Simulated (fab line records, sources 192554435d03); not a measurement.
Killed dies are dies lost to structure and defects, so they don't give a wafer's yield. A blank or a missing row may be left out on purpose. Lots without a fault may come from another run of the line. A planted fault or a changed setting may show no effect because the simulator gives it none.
Which tool did it? | flow n5_finfet | 12 lots, 36 wafers sampled, at 2 steps of a route of 1938

WHAT THE GAUGES READ, wafer by wafer
N5_BEOL_M11_OVL_MEAS_29.
lot  | measured     | on         | V10_OVL (nm)
L075 | day 10 11:14 | overlay-01 | 0.8 0.2 0.6
L076 | day 10 19:56 | overlay-01 | -0.2 -0.1 0.0
L080 | day 11 14:10 | overlay-02 | 0.1 -0.1 -0.1
L081 | day 11 17:52 | overlay-02 | 0.5 0.6 0.0
L083 | day 12 10:54 | overlay-01 | -0.4 2.4 0.8
L085 | day 12 20:55 | overlay-02 | 0.4 0.1 0.7
L087 | day 13 18:37 | overlay-01 | 1.1 0.2 0.4
L089 | day 14 02:23 | overlay-02 | 0.3 0.6 1.8
L092 | day 15 00:15 | overlay-02 | 0.4 0.1 0.3
L093 | day 15 03:00 | overlay-02 | -0.2 -0.5 -0.5
L095 | day 15 23:34 | overlay-02 | 0.5 0.6 0.4
L097 | day 16 13:56 | overlay-02 | 0.5 1.6 1.2

WHICH TOOL RAN EACH LOT (tool, then ch and the chambers of the sampled wafers, then the start)
lot  | N5_BEOL_M11_STRIP_67
L075 | rie_diel-03 ch 1,2,3, day 10 10:38
L076 | rie_diel-04 ch 1,2,3, day 10 17:56
L080 | rie_diel-03 ch 0,3, day 11 11:47
L081 | rie_diel-05 ch 0,1,3, day 11 15:53
L083 | rie_diel-03 ch 0,1,3, day 12 09:52
L085 | rie_diel-04 ch 0,1, day 12 20:04
L087 | rie_diel-05 ch 0,1, day 13 17:54
L089 | rie_diel-05 ch 1,2,3, day 14 01:36
L092 | rie_diel-03 ch 1,2, day 14 20:42
L093 | rie_diel-03 ch 0,3, day 15 01:37
L095 | rie_diel-04 ch 0,1, day 15 21:57
L097 | rie_diel-04 ch 2,3, day 16 11:50
- N5_BEOL_M11_STRIP_67: strips in CF4.

THE ANSWER, worked out from the rows above alone
Rule: what is usual is taken from the lots themselves. Put in order of their means at a reading, lots are off if they are a third of the lots or fewer, leave a main group of 4 or more, and stand apart from it by a gap of 3 or more times the standard deviation of the main group's means; of several such gaps the widest counts. A main group whose means are all the same, to the digits that the tables above print for the reading, isn't used. A lot without any number at a reading at which 4 lots or more have one is off too. The other lots that the step has rows for count as sound.
No lot is off at any reading shown: from this, nothing can be told.

WHAT THE SIMULATOR HAD PUT IN
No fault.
